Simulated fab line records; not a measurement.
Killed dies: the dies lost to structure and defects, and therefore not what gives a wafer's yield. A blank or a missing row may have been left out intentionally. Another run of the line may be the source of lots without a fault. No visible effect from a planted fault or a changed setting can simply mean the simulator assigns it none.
fab line records ; flow n5_finfet ; part 1 of 2: steps 1 to 3 of 6
record lots=20; wafers=60; last_day=18
route steps=1938 shown BEOL_M0_SAQP@673 BEOL_M0_CUTY@713 BEOL_M0@720
lots that met no fault: taken from a fault-free run of the same line
start_h: hours from the record's first day to the start of the lot's first wafer shown ; wait_h: time in hours since the lot's previous step ; " the same as in the row above ; L1.1+2: a single row standing in for several wafers ; - no value, or no start given ; * or withheld: withheld ; < > ~ a bound
route shown NAME@n: NAME is a module with steps in the file, n the number in the route of the first one ; usual: mean/standard deviation of fault-free wafers ; same: alike in all rows ; chamber/n: place in a boat ; sites: each site's reading ; _std_site: standard deviation of those values ; _edge_site: mean of outer sites minus mean of inner sites ; radius_mm: how far each site lies from the wafer's centre ; mask NAME#n: copy n ; behind: the last tool/chamber to shape the wafer ; hold: cause of the lot's hold/its duration in hours/its outcome ; device: names the non-switching transistor (n, p or np) ; end of line: the tests these same wafers got at the end of their route ; for a step that has no rows: nothing shown but its recipe ; killed: at the first sort, the dies lost to defects and structure; wafer yield is something else ; map: the dies of a wafer, with x for killed, . for not killed, _ for no die there
set.NAME: the setting that was run; set.NAME@STEP: the one run at that earlier step ; model.NAME: the simulator's own value behind a step, which no gauge read
route steps across a sampled set of lots; one table per step, one row per wafer
services: the hour from which a tool's chamber was out of use, counted from the record's first day as start_h (under 0 if before that day), plus the number of hours and why
## steps
# step N5_BEOL_M0_SAQP_ETCH_107
# recipe chemistry=CH3F/O2; target=SiNx; target_depth_a=300; mask_material=SOC; pressure_mtorr=30; source_w=395; bias_w=73; Ar_flow_sccm=150; CH3F_flow_sccm=30; O2_flow_sccm=20; ion_energy_ev=120
# usual drypump_motor_current_A=5.7/0.46; oes_product_au=0.75/0.056; rf_vpp_V=298/11; showerhead_plenum_p_Torr=1.99/0.077; throttle_valve_pct=16.51/0.25
lot.wafer;tool;chamber;start_h;wait_h;drypump_motor_current_A;oes_product_au;rf_hours_counter_h;rf_vpp_V;showerhead_plenum_p_Torr;throttle_valve_pct
L074.3;rie_diel-03;3;110.29;0.0;5.1;0.74;179;301;1.96;16.41
L074.5;rie_diel-03;1;110.29;0.0;5.7;0.77;-;295;1.91;16.53
L074.6;rie_diel-03;0;110.29;0.0;5.6;0.74;-;290;2.08;16.87
L075.2;rie_diel-01;2;115.79;0.0;5.7;0.73;216;315;1.98;16.81
L075.4;rie_diel-01;1;115.79;0.0;6.6;0.71;206;277;1.91;16.11
L075.6;rie_diel-01;3;115.79;0.0;6.6;0.74;-;321;2.09;16.60
L078.1;rie_diel-02;2;136.06;0.0;5.6;0.74;206;303;1.88;16.31
L078.5;rie_diel-02;2;136.06;0.0;5.6;0.73;-;304;1.88;16.29
L078.6;rie_diel-02;1;136.06;0.0;6.3;0.75;-;297;2.01;16.39
L081.1;rie_diel-01;0;154.19;0.0;5.5;0.90;19;298;2.04;16.05
L081.2;rie_diel-01;3;154.19;0.0;6.6;0.74;161;323;2.09;16.63
L081.5;rie_diel-01;2;154.19;0.0;5.7;0.72;-;315;1.98;16.83
L082.3;rie_diel-01;3;161.56;0.0;6.6;0.74;163;321;2.09;16.63
L082.4;rie_diel-01;1;161.56;0.0;6.6;0.69;218;278;1.90;16.15
L082.6;rie_diel-01;3;161.56;0.0;6.6;0.74;-;320;2.09;16.64
L083.2;rie_diel-03;3;165.23;0.0;5.0;0.74;193;302;1.96;16.45
L083.4;rie_diel-03;0;165.23;0.0;5.6;0.72;216;289;2.08;16.87
L083.6;rie_diel-03;1;165.23;0.0;5.7;0.75;-;295;1.91;16.58
L084.2;rie_diel-03;1;168.28;0.0;5.7;0.75;178;295;1.91;16.56
L084.3;rie_diel-03;3;168.28;0.0;5.1;0.74;194;302;1.96;16.43
L084.4;rie_diel-03;0;168.28;0.0;5.7;0.73;217;291;2.08;16.87
L085.1;rie_diel-03;1;182.65;0.0;5.7;0.75;183;295;1.91;16.59
L085.2;rie_diel-03;3;182.65;0.0;5.1;0.73;199;301;1.96;16.46
L085.5;rie_diel-03;1;182.65;0.0;5.7;0.75;-;294;1.91;16.58
L086.2;rie_diel-02;3;184.37;0.0;5.6;0.88;48;289;2.13;16.15
L086.3;rie_diel-02;1;184.37;0.0;6.2;0.74;193;297;2.00;16.41
L086.5;rie_diel-02;2;184.37;0.0;5.6;0.72;-;301;1.88;16.32
L087.1;rie_diel-01;1;189.38;0.0;6.6;0.69;227;278;1.90;16.16
L087.4;rie_diel-01;3;189.38;0.0;6.6;0.74;171;320;2.09;16.64
L087.5;rie_diel-01;2;189.38;0.0;5.7;0.71;-;315;1.97;16.84
L088.2;rie_diel-02;0;195.10;0.0;5.2;0.83;42;301;1.96;16.24
L088.4;rie_diel-02;3;195.10;0.0;5.5;0.87;52;289;2.13;16.15
L088.5;rie_diel-02;2;195.10;0.0;5.6;0.71;-;303;1.88;16.33
L089.1;rie_diel-01;0;202.41;0.0;5.6;0.88;33;297;2.03;16.09
L089.5;rie_diel-01;2;202.41;0.0;5.7;0.71;-;314;1.97;16.86
L089.6;rie_diel-01;3;202.41;0.0;6.6;0.73;-;321;2.09;16.65
L090.3;rie_diel-03;2;208.49;0.0;5.3;0.69;238;289;2.05;16.67
L090.4;rie_diel-03;0;208.49;0.0;5.6;0.71;229;289;2.07;16.91
L090.6;rie_diel-03;0;208.49;0.0;5.7;0.71;-;289;2.07;16.91
L091.1;rie_diel-01;3;212.23;0.0;6.6;0.73;179;320;2.09;16.67
L091.5;rie_diel-01;0;212.23;0.0;5.6;0.88;-;299;2.03;16.09
L091.6;rie_diel-01;3;212.23;0.0;6.6;0.72;-;321;2.08;16.66
L092.1;rie_diel-03;0;220.10;0.0;5.7;0.72;234;289;2.07;16.91
L092.3;rie_diel-03;2;220.10;0.0;5.3;0.70;243;288;2.05;16.65
L092.4;rie_diel-03;1;220.10;0.0;5.7;0.74;196;295;1.90;16.61
L093.1;rie_diel-02;0;224.13;0.0;5.2;0.83;46;302;1.95;16.23
L093.4;rie_diel-02;2;224.13;0.0;5.6;0.72;227;304;1.88;16.36
L093.6;rie_diel-02;2;224.13;0.0;5.5;0.71;-;303;1.88;16.36
L094.2;rie_diel-02;2;231.76;0.0;5.6;0.70;231;303;1.88;16.34
L094.4;rie_diel-02;3;231.76;0.0;5.5;0.86;59;288;2.13;16.18
L094.5;rie_diel-02;3;231.76;0.0;5.5;0.86;-;288;2.13;16.17
L095.3;rie_diel-02;0;238.16;0.0;5.2;0.83;48;302;1.95;16.25
L095.5;rie_diel-02;2;238.16;0.0;5.6;0.71;-;303;1.88;16.36
L095.6;rie_diel-02;1;238.16;0.0;6.2;0.73;-;296;2.00;16.43
L096.1;rie_diel-03;3;246.69;0.0;5.1;0.72;221;300;1.95;16.49
L096.4;rie_diel-03;0;246.69;0.0;5.6;0.71;-;290;2.07;16.95
L096.5;rie_diel-03;3;246.69;0.0;5.1;0.72;-;303;1.95;16.48
L097.1;rie_diel-03;0;254.57;0.0;5.6;0.71;245;290;2.07;16.93
L097.5;rie_diel-03;1;254.57;0.0;5.7;0.74;-;294;1.90;16.61
L097.6;rie_diel-03;3;254.57;0.0;5.0;0.72;-;301;1.95;16.50
# step N5_BEOL_M0_SAQP_ETCH_88
# recipe chemistry=N2/H2; target=underlayer; target_depth_a=65; time_s=5.2; ion_energy_ev=200; mask_material=CAR-EUV; pressure_mtorr=30; source_w=840; bias_w=150; n2_flow_sccm=200; h2_flow_sccm=200; ends=cleared
# usual drypump_motor_current_A=5.7/0.44; etch_rf_on_time_s=5.21/0.12; oes_product_au=0.66/0.062; rf_vpp_V=523.6/2.8; showerhead_plenum_p_Torr=2.53/0.091; throttle_valve_pct=17.84/0.28
lot.wafer;tool;chamber;start_h;wait_h;drypump_motor_current_A;etch_rf_on_time_s;oes_product_au;rf_hours_counter_h;rf_vpp_V;showerhead_plenum_p_Torr;throttle_valve_pct
L074.3;rie_diel-02;3;111.87;0.0;5.5;5.29;0.77;25;526.8;2.67;17.40
L074.5;rie_diel-02;2;111.87;0.0;5.6;5.12;0.62;-;520.9;2.42;17.82
L074.6;rie_diel-02;3;111.87;0.0;5.5;5.26;0.77;-;527.3;2.67;17.40
L075.2;rie_diel-03;2;117.25;0.0;5.3;5.09;0.62;210;524.2;2.60;17.96
L075.4;rie_diel-03;1;117.25;0.0;5.7;5.07;0.66;164;520.8;2.45;18.19
L075.6;rie_diel-03;2;117.25;0.0;5.3;5.14;0.61;-;528.1;2.60;17.93
L078.1;rie_diel-02;1;138.43;0.0;6.3;5.18;0.63;180;522.2;2.54;17.85
L078.5;rie_diel-02;2;138.43;0.0;5.6;5.17;0.62;-;519.8;2.41;17.85
L078.6;rie_diel-02;3;138.43;0.0;5.6;5.33;0.77;-;528.1;2.67;17.42
L081.1;rie_diel-02;0;157.29;0.0;5.3;5.48;0.72;30;521.8;2.49;17.71
L081.2;rie_diel-02;3;157.29;0.0;5.5;5.34;0.75;39;528.0;2.66;17.41
L081.5;rie_diel-02;0;157.29;0.0;5.2;5.50;0.72;-;525.8;2.49;17.74
L082.3;rie_diel-02;0;163.14;0.0;5.3;5.51;0.71;31;522.2;2.49;17.73
L082.4;rie_diel-02;2;163.14;0.0;5.6;5.13;0.62;214;518.3;2.41;17.84
L082.6;rie_diel-02;1;163.14;0.0;6.2;5.14;0.63;-;524.1;2.53;17.89
L083.2;rie_diel-03;0;166.87;0.0;5.7;5.14;0.62;216;525.7;2.62;18.26
L083.4;rie_diel-03;3;166.87;0.0;5.1;5.10;0.64;194;526.3;2.54;18.13
L083.6;rie_diel-03;0;166.87;0.0;5.7;5.23;0.62;-;524.5;2.62;18.26
L084.2;rie_diel-01;3;169.88;0.0;6.6;5.16;0.63;165;527.6;2.65;18.20
L084.3;rie_diel-01;0;169.88;0.0;5.5;5.23;0.78;23;524.4;2.58;17.46
L084.4;rie_diel-01;2;169.88;0.0;5.7;5.15;0.61;231;524.0;2.49;18.19
L085.1;rie_diel-01;3;184.49;0.0;6.6;5.12;0.61;170;526.8;2.65;18.21
L085.2;rie_diel-01;0;184.49;0.0;5.5;5.16;0.76;28;524.3;2.58;17.47
L085.5;rie_diel-01;1;184.49;0.0;6.6;5.28;0.59;-;519.6;2.40;17.57
L086.2;rie_diel-02;0;188.11;0.0;5.3;5.41;0.70;39;522.2;2.48;17.75
L086.3;rie_diel-02;1;188.11;0.0;6.2;5.12;0.63;194;523.4;2.53;17.88
L086.5;rie_diel-02;3;188.11;0.0;5.5;5.21;0.75;-;526.4;2.66;17.45
L087.1;rie_diel-02;2;190.84;0.0;5.6;5.24;0.60;223;520.0;2.41;17.86
L087.4;rie_diel-02;0;190.84;0.0;5.3;5.53;0.70;40;521.4;2.48;17.73
L087.5;rie_diel-02;2;190.84;0.0;5.6;5.20;0.61;-;521.0;2.41;17.86
L088.2;rie_diel-02;2;196.56;0.0;5.6;5.15;0.61;225;521.1;2.40;17.88
L088.4;rie_diel-02;0;196.56;0.0;5.3;5.50;0.70;43;522.4;2.48;17.76
L088.5;rie_diel-02;2;196.56;0.0;5.6;5.19;0.61;-;521.4;2.40;17.86
L089.1;rie_diel-02;2;203.87;0.0;5.6;5.21;0.60;226;518.4;2.40;17.88
L089.5;rie_diel-02;0;203.87;0.0;5.2;5.52;0.70;-;522.7;2.48;17.74
L089.6;rie_diel-02;1;203.87;0.0;6.2;5.20;0.60;-;523.5;2.53;17.92
L090.3;rie_diel-03;1;209.95;0.0;5.8;5.11;0.64;192;521.0;2.44;18.23
L090.4;rie_diel-03;2;209.95;0.0;5.3;5.15;0.59;238;526.5;2.59;17.99
L090.6;rie_diel-03;2;209.95;0.0;5.3;5.17;0.59;-;524.7;2.59;18.00
L091.1;rie_diel-01;1;214.55;0.0;6.6;5.17;0.58;236;520.3;2.39;17.59
L091.5;rie_diel-01;1;214.55;0.0;6.6;5.16;0.57;-;520.7;2.39;17.59
L091.6;rie_diel-01;2;214.55;0.0;5.7;5.05;0.61;-;524.3;2.48;18.22
L092.1;rie_diel-01;0;221.90;0.0;5.5;5.15;0.73;42;523.4;2.57;17.48
L092.3;rie_diel-01;2;221.90;0.0;5.7;5.11;0.60;250;523.1;2.48;18.20
L092.4;rie_diel-01;1;221.90;0.0;6.6;5.13;0.59;-;519.8;2.39;17.60
L093.1;rie_diel-01;1;225.71;0.0;6.6;5.15;0.59;241;521.1;2.39;17.58
L093.4;rie_diel-01;0;225.71;0.0;5.6;5.26;0.74;44;524.5;2.57;17.47
L093.6;rie_diel-01;0;225.71;0.0;5.6;5.23;0.72;-;527.3;2.58;17.49
L094.2;rie_diel-02;3;233.22;0.0;5.5;5.30;0.72;59;527.7;2.65;17.46
L094.4;rie_diel-02;2;233.22;0.0;5.6;5.19;0.61;232;518.7;2.40;17.90
L094.5;rie_diel-02;0;233.22;0.0;5.3;5.53;0.70;-;521.7;2.48;17.73
L095.3;rie_diel-02;0;241.80;0.0;5.3;5.47;0.69;50;522.0;2.48;17.77
L095.5;rie_diel-02;1;241.80;0.0;6.2;5.16;0.62;-;522.2;2.52;17.93
L095.6;rie_diel-02;2;241.80;0.0;5.6;5.19;0.61;-;520.3;2.40;17.91
L096.1;rie_diel-03;1;248.46;0.0;5.7;5.05;0.64;205;521.2;2.43;18.29
L096.4;rie_diel-03;1;248.46;0.0;5.7;5.09;0.63;-;520.1;2.43;18.28
L096.5;rie_diel-03;0;248.46;0.0;5.6;5.15;0.60;-;523.9;2.61;18.32
L097.1;rie_diel-03;0;256.03;0.0;5.7;5.21;0.61;245;525.6;2.61;18.33
L097.5;rie_diel-03;1;256.03;0.0;5.7;5.08;0.63;-;519.8;2.43;18.26
L097.6;rie_diel-03;3;256.03;0.0;5.1;5.15;0.61;-;521.7;2.52;18.17
# step N5_BEOL_M0_SAQP_ETCH_73
# recipe chemistry=CF4; target=SiARC; target_depth_a=195; mask_material=CAR-EUV; time_s=32.5; ion_energy_ev=80; pressure_mtorr=40; source_w=545; bias_w=36; Ar_flow_sccm=100; cf4_flow_sccm=100; ends=cleared
# usual drypump_motor_current_A=5.7/0.44; etch_rf_on_time_s=32.5/0.77; oes_product_au=0.66/0.06; rf_vpp_V=183.8/1.3; showerhead_plenum_p_Torr=2.13/0.075; throttle_valve_pct=15.61/0.25
lot.wafer;tool;chamber;start_h;wait_h;drypump_motor_current_A;etch_rf_on_time_s;oes_product_au;rf_hours_counter_h;rf_vpp_V;showerhead_plenum_p_Torr;throttle_valve_pct
L074.3;rie_diel-02;3;111.89;0.0;5.5;33.0;0.77;25;187.1;2.26;15.23
L074.5;rie_diel-02;2;111.89;0.0;5.6;32.0;0.64;-;183.2;2.04;15.62
L074.6;rie_diel-02;3;111.89;0.0;5.5;33.3;0.77;-;185.5;2.26;15.23
L075.2;rie_diel-03;2;117.27;0.0;5.3;32.0;0.61;210;184.4;2.21;15.85
L075.4;rie_diel-03;1;117.27;0.0;5.7;31.6;0.66;164;182.5;2.05;15.77
L075.6;rie_diel-03;2;117.27;0.0;5.3;31.7;0.61;-;185.2;2.21;15.85
L078.1;rie_diel-02;1;138.45;0.0;6.2;31.9;0.64;180;184.8;2.13;15.56
L078.5;rie_diel-02;2;138.45;0.0;5.6;32.2;0.62;-;182.9;2.04;15.64
L078.6;rie_diel-02;3;138.45;0.0;5.5;33.2;0.76;-;184.7;2.26;15.25
L081.1;rie_diel-02;0;157.31;0.0;5.2;33.8;0.72;30;184.4;2.11;15.51
L081.2;rie_diel-02;3;157.31;0.0;5.5;32.8;0.76;39;185.8;2.25;15.27
L081.5;rie_diel-02;0;157.31;0.0;5.2;33.6;0.74;-;183.4;2.11;15.48
L082.3;rie_diel-02;0;163.16;0.0;5.3;34.1;0.72;31;183.4;2.11;15.48
L082.4;rie_diel-02;2;163.16;0.0;5.6;32.0;0.62;214;183.6;2.03;15.66
L082.6;rie_diel-02;1;163.16;0.0;6.2;32.0;0.63;-;182.8;2.13;15.55
L083.2;rie_diel-03;0;166.88;0.0;5.6;32.0;0.62;216;184.4;2.20;16.04
L083.4;rie_diel-03;3;166.88;0.0;5.1;31.7;0.63;194;184.0;2.11;15.79
L083.6;rie_diel-03;0;166.88;0.0;5.6;31.5;0.63;-;186.5;2.20;16.02
L084.2;rie_diel-01;3;169.90;0.0;6.6;32.4;0.63;165;186.1;2.22;15.81
L084.3;rie_diel-01;0;169.90;0.0;5.6;32.6;0.77;23;185.7;2.18;15.31
L084.4;rie_diel-01;2;169.90;0.0;5.7;32.1;0.61;231;182.6;2.11;16.07
L085.1;rie_diel-01;3;184.51;0.0;6.6;32.9;0.62;170;185.4;2.22;15.82
L085.2;rie_diel-01;0;184.51;0.0;5.6;32.5;0.76;28;186.0;2.18;15.32
L085.5;rie_diel-01;1;184.51;0.0;6.6;32.5;0.60;-;182.9;2.05;15.49
L086.2;rie_diel-02;0;188.13;0.0;5.3;34.5;0.70;39;184.1;2.11;15.52
L086.3;rie_diel-02;1;188.13;0.0;6.2;32.2;0.62;194;183.7;2.13;15.57
L086.5;rie_diel-02;3;188.13;0.0;5.6;33.1;0.74;-;185.4;2.25;15.27
L087.1;rie_diel-02;2;190.85;0.0;5.6;32.9;0.61;223;181.6;2.03;15.65
L087.4;rie_diel-02;0;190.85;0.0;5.2;34.5;0.70;40;182.4;2.11;15.52
L087.5;rie_diel-02;2;190.85;0.0;5.6;32.9;0.60;-;182.4;2.03;15.67
L088.2;rie_diel-02;2;196.57;0.0;5.6;32.6;0.61;225;183.3;2.03;15.67
L088.4;rie_diel-02;0;196.57;0.0;5.3;34.4;0.70;43;183.3;2.11;15.51
L088.5;rie_diel-02;2;196.57;0.0;5.6;32.7;0.61;-;183.5;2.03;15.68
L089.1;rie_diel-02;2;203.88;0.0;5.6;32.6;0.60;226;182.7;2.03;15.68
L089.5;rie_diel-02;0;203.88;0.0;5.2;34.3;0.70;-;183.4;2.11;15.51
L089.6;rie_diel-02;1;203.88;0.0;6.3;32.4;0.62;-;183.8;2.13;15.58
L090.3;rie_diel-03;1;209.96;0.0;5.7;32.2;0.63;192;182.3;2.04;15.82
L090.4;rie_diel-03;2;209.96;0.0;5.3;31.9;0.59;238;185.1;2.20;15.90
L090.6;rie_diel-03;2;209.96;0.0;5.3;32.1;0.59;-;184.4;2.20;15.89
L091.1;rie_diel-01;1;214.56;0.0;6.6;31.8;0.59;236;182.3;2.05;15.51
L091.5;rie_diel-01;1;214.56;0.0;6.6;32.0;0.59;-;181.2;2.05;15.49
L091.6;rie_diel-01;2;214.56;0.0;5.7;31.8;0.61;-;184.4;2.11;16.11
L092.1;rie_diel-01;0;221.92;0.0;5.6;32.2;0.73;42;183.6;2.17;15.35
L092.3;rie_diel-01;2;221.92;0.0;5.7;31.7;0.60;250;183.1;2.11;16.12
L092.4;rie_diel-01;1;221.92;0.0;6.6;31.4;0.59;-;181.7;2.04;15.52
L093.1;rie_diel-01;1;225.73;0.0;6.6;32.0;0.59;241;183.1;2.04;15.51
L093.4;rie_diel-01;0;225.73;0.0;5.5;32.8;0.73;44;182.7;2.17;15.35
L093.6;rie_diel-01;0;225.73;0.0;5.5;32.8;0.73;-;185.0;2.17;15.36
L094.2;rie_diel-02;3;233.23;0.0;5.5;32.8;0.74;59;183.8;2.25;15.30
L094.4;rie_diel-02;2;233.23;0.0;5.6;32.4;0.60;232;182.3;2.03;15.68
L094.5;rie_diel-02;0;233.23;0.0;5.2;34.3;0.70;-;184.4;2.10;15.54
L095.3;rie_diel-02;0;241.82;0.0;5.3;34.0;0.69;50;181.9;2.10;15.53
L095.5;rie_diel-02;1;241.82;0.0;6.2;32.2;0.61;-;184.6;2.12;15.59
L095.6;rie_diel-02;2;241.82;0.0;5.6;32.4;0.61;-;182.9;2.03;15.67
L096.1;rie_diel-03;1;248.48;0.0;5.7;31.8;0.63;205;183.3;2.04;15.83
L096.4;rie_diel-03;1;248.48;0.0;5.7;31.8;0.63;-;181.4;2.04;15.84
L096.5;rie_diel-03;0;248.48;0.0;5.6;32.3;0.61;-;185.1;2.19;16.08
L097.1;rie_diel-03;0;256.05;0.0;5.6;32.2;0.60;245;185.1;2.19;16.10
L097.5;rie_diel-03;1;256.05;0.0;5.7;31.5;0.63;-;182.8;2.03;15.86
L097.6;rie_diel-03;3;256.05;0.0;5.0;31.6;0.62;-;183.1;2.10;15.86
